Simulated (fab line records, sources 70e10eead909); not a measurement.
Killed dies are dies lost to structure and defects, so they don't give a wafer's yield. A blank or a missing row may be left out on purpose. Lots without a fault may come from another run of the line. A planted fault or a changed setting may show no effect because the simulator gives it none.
Problem report in the 8D (eight disciplines) form, filled by code ; flow nand harc ; the parts of the form that need people (team, actions taken, sign-off) are left out

## 1. WHAT WENT WRONG
Wafers with no fault read 33 with a standard deviation of 16, whereas raw defect count at NHARC_A_CONTACT_INSPECT_10 reads a mean of 799 on 1 wafer of 1 lot. Measured from the usual mean, that is +48 standard deviations.
Earliest sighting: wafer L302.2 on defect inspect-02 at day 21 04:43. At this step, 30 wafers from 10 lots have a number in the record. The rule behind "out" and "out of limits": a value lying over 4 standard deviations away from the usual mean. The other wafers with a number count as sound.

## 2. WHAT IT IS; WHAT IT IS NOT
question;is;is not
which readings at this step;raw defect count;-
which lots;L302;L288, L289, L290, L292, L293, L307, L308, L309, L310
which wafers of those lots;L302.2;L302.1, L302.4
read on which gauges;defect inspect-02;defect inspect-01
when;from day 21 04:43;"up to then (17 sound wafers); but 12 sound wafers of L307, L308, L309, L310 came after"

## 3. SUSPECTS, AND WHAT RULES EACH OUT
Counting: if a tool at a process step up to the reading ran every lot that is out, it stays a suspect. Sound lots after the first of them don't rule it out here, since some wafers of a struck lot are sound.
- ruled out: the gauge at NHARC_A_CONTACT_INSPECT_10. All the wafers that are out were read on defect inspect-02, but those of them that NHARC_END_SORT_01 has rows for are out there too, on other tools.
- rie diel-04 at NHARC_A_CONTACT_ETCH_91 (etches the open film in CH3F/O2, target depth 40 nm, time 85.7 s): kept. L302, the lot that is out, went through it at day 20 23:40; up to then, the latest sound lot through it was L290 at day 17 01:17.
- rie diel-01 at NHARC_A_CONTACT_ETCH_106 (etches the open film in CF4/O2, target depth 60 nm, overetch 6 nm, time 33 s): kept. L302, the lot that is out, went through it at day 21 00:10; up to then, the latest sound lot through it was L288 at day 17 09:26.
- pecvd-02 at NHARC_A_CONTACT_DEP_85 (deposits SiON, target thk 50 nm): kept. L302, the lot that is out, went through it at day 21 03:59; up to then, the latest sound lot through it was L293 at day 18 19:37.
- rie diel-04, NHARC_A_CONTACT_ETCH_91: wafers that are out in chamber 1, sound lot-mates in chambers 0, 2.
- rie diel-01, NHARC_A_CONTACT_ETCH_106: wafers that are out in chamber 0, sound lot-mates in chambers 1, 2.
- pecvd-02, NHARC_A_CONTACT_DEP_85: wafers that are out in chamber 2, sound lot-mates in chambers 0, 1.
The count leaves rie diel-04 at NHARC_A_CONTACT_ETCH_91, rie diel-01 at NHARC_A_CONTACT_ETCH_106, and pecvd-02 at NHARC_A_CONTACT_DEP_85.

## 4. THE CAUSE (what the simulator had put in)
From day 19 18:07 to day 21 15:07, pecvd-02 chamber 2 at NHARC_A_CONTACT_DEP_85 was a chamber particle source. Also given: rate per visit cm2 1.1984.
This tool is one of the 3 suspects left after counting.

## 5. THE CHAIN OF EFFECTS, in route order
Rows list readings where the struck wafers' mean (over those with a number) sits beyond 3 standard deviations from the usual. Only readings for which the record gives a usual standard deviation are gone through. hours: the time from each lot's start at the first step in this table that gives one to its start at this step, as a median over the lots. sigmas: the change in usual standard deviations.
hours;step;reading;usual;on struck wafers;change;sigmas
0;NHARC_A_CONTACT_INSPECT_10;raw defect count;33;799;+766;+48
61;NHARC_END_SORT_01;killed at array;27;76;+49;+4.5
61;NHARC_END_SORT_01;killed dies;30;80;+50;+4.5

## 6. HOW IT WOULD HAVE BEEN CAUGHT EARLIER
The first out-of-limits reading at a measuring or inspecting step in this record came at day 21 04:43, 35 hours after the fault's start at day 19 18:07.
Of the tool readings at NHARC_A_CONTACT_DEP_85 for which the record gives a usual standard deviation, none was out on any struck wafer, so an alarm limit of 4 standard deviations on them would not have fired.
Lots out: 1; all had begun NHARC_A_CONTACT_DEP_85 on pecvd-02 by day 21 04:43. Tool hold at that time: it would have spared none of them.
